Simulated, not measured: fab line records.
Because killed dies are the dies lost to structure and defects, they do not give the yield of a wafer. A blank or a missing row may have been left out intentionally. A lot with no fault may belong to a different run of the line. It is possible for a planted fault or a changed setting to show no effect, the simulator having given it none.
One fault through the eyes of 3 desks / flow n5Finfet / each desk has only its own numbers; what lay behind them comes last

THE DEFECT DESK
Lot by lot, what the route's inspections counted, given as the mean of those sampled wafers with a number. Marked OUT: a lot whose mean sits more than 4 standard deviations from the usual mean, which makes it out of limits; the brackets give that distance.
Columns: A = rawDefectCount at N5_BEOL_M0_INSPECT_127, usual 68
lot=L428; first seen here=day 6 06:01; A=84
lot=L435; first seen here=day 8 01:18; A=46
lot=L436; first seen here=day 8 02:18; A=66
lot=L441; first seen here=day 9 21:19; A=85
lot=L443; first seen here=day 10 01:32; A=70
lot=L445; first seen here=day 10 15:16; A=46
lot=L446; first seen here=day 10 17:34; A=83
lot=L447; first seen here=day 10 23:58; A=58
lot=L448; first seen here=day 11 16:23; A=69
lot=L449; first seen here=day 11 21:07; A=57
Finding of this desk: none of the 10 lots has anything out of limits.

TOOL OWNER'S DESK, pecvd-02
The tool's own readings at N5_BEOL_M0_SAQP_ILD_DEP_01 (deposits SiOC from DEMS/O2, target thk 45.419 nm, time 8.7 s): means of the sampled wafers that have a number, for each lot that ran on this tool. Marked OUT: a lot whose mean sits more than 4 standard deviations from the usual mean, which makes it out of limits; the brackets give that distance.
Columns: A = heaterPowerW at N5_BEOL_M0_SAQP_ILD_DEP_01, usual 454 W; B = showerheadPlenumPTorr at N5_BEOL_M0_SAQP_ILD_DEP_01, usual 5.695 Torr; C = throttleValvePct at N5_BEOL_M0_SAQP_ILD_DEP_01, usual 11.6 %
lot=L428; first seen here=day 5 16:30; A=455; B=5.702; C=11.6
lot=L435; first seen here=day 7 13:11; A=588; B=5.698; C=11.1
lot=L436; first seen here=day 7 16:10; A=544; B=5.698; C=11.0
lot=L447; first seen here=day 10 08:25; A=478; B=5.704; C=11.6
lot=L448; first seen here=day 10 23:27; A=397; B=5.703; C=11.9
lot=L449; first seen here=day 11 02:28; A=409; B=5.699; C=12.2
Finding of this desk: none of the 6 lots has anything out of limits.

THE METROLOGY DESK
What the gauges read, lot by lot, whatever tool the lot ran on: means of the sampled wafers that have a number. Marked OUT: a lot whose mean sits more than 4 standard deviations from the usual mean, which makes it out of limits; the brackets give that distance. Shown are 7 of the 11 readings it has, namely the first that went out of limits plus those furthest out on some lot.
Columns: A = M0_RS at N5_BEOL_M0_RS_MEAS_126, usual 0.525 ohm/sq; B = IOFF_N at N5_BEOL_M4_RC_MEAS_101, usual 0.16 nA/um; C = IOFF_P at N5_BEOL_M4_RC_MEAS_101, usual 0.22 nA/um; D = ION_N at N5_BEOL_M4_RC_MEAS_101, usual 673 uA/um; E = ION_P at N5_BEOL_M4_RC_MEAS_101, usual 463 uA/um; F = SS_P at N5_BEOL_M4_RC_MEAS_101, usual 73.3 mV/dec; G = VT_P at N5_BEOL_M4_RC_MEAS_101, usual -249 mV
lot=L428; first seen here=day 6 05:59; A=0.500; B=0.20; C=0.24; D=682; E=458; F=74.3; G=-249
lot=L435; first seen here=day 8 01:17; A=0.774 (+14) OUT; B=0.19; C=0.19; D=678; E=454; F=73.8; G=-253
lot=L436; first seen here=day 8 02:17; A=0.769 (+14) OUT; B=0.18; C=0.23; D=672; E=464; F=73.9; G=-250
lot=L441; first seen here=day 9 21:17; A=0.538; B=0.16; C=0.24; D=674; E=464; F=73.3; G=-248
lot=L443; first seen here=day 10 01:31; A=0.513; B=0.17; C=0.22; D=683; E=471; F=73.1; G=-252
lot=L445; first seen here=day 10 15:15; A=0.502; B=0.13; C=0.18; D=661; E=459; F=72.6; G=-252
lot=L446; first seen here=day 10 17:32; A=0.530; B=0.14; C=0.22; D=673; E=464; F=72.8; G=-249
lot=L447; first seen here=day 10 23:56; A=0.514; B=0.18; C=0.24; D=680; E=466; F=74.2; G=-250
lot=L448; first seen here=day 11 16:22; A=0.531; B=0.22; C=0.32; D=697; E=484; F=73.7; G=-242
lot=L449; first seen here=day 11 21:05; A=0.531; B=0.16; C=0.21; D=668; E=459; F=73.3; G=-250
This desk's result: L435, L436 out of limits, first on L435 (M0_RS at N5_BEOL_M0_RS_MEAS_126), day 8 01:17. In limits: L428, L441, L443, L445, L446, L447, L448, L449.

TAKEN TOGETHER
On L435, L436, the metrology desk was in a position to raise an alarm at day 8 01:17.
The defect desk saw nothing out of limits.
Nothing out of limits was seen by the tool owner's desk.
The defect desk has L435, L436 on record, within its limits.
On record at the tool owner's desk: L435, L436, within its limits.
On pecvd-02, each named lot ran N5_BEOL_M0_SAQP_ILD_DEP_01.

WHAT THE SIMULATOR HAD PUT IN
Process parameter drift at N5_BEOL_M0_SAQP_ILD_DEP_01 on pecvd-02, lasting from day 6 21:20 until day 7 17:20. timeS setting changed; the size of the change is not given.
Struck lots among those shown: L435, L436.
Delay in hours, fault start to first out-of-limits reading, per desk: metrology desk 28.
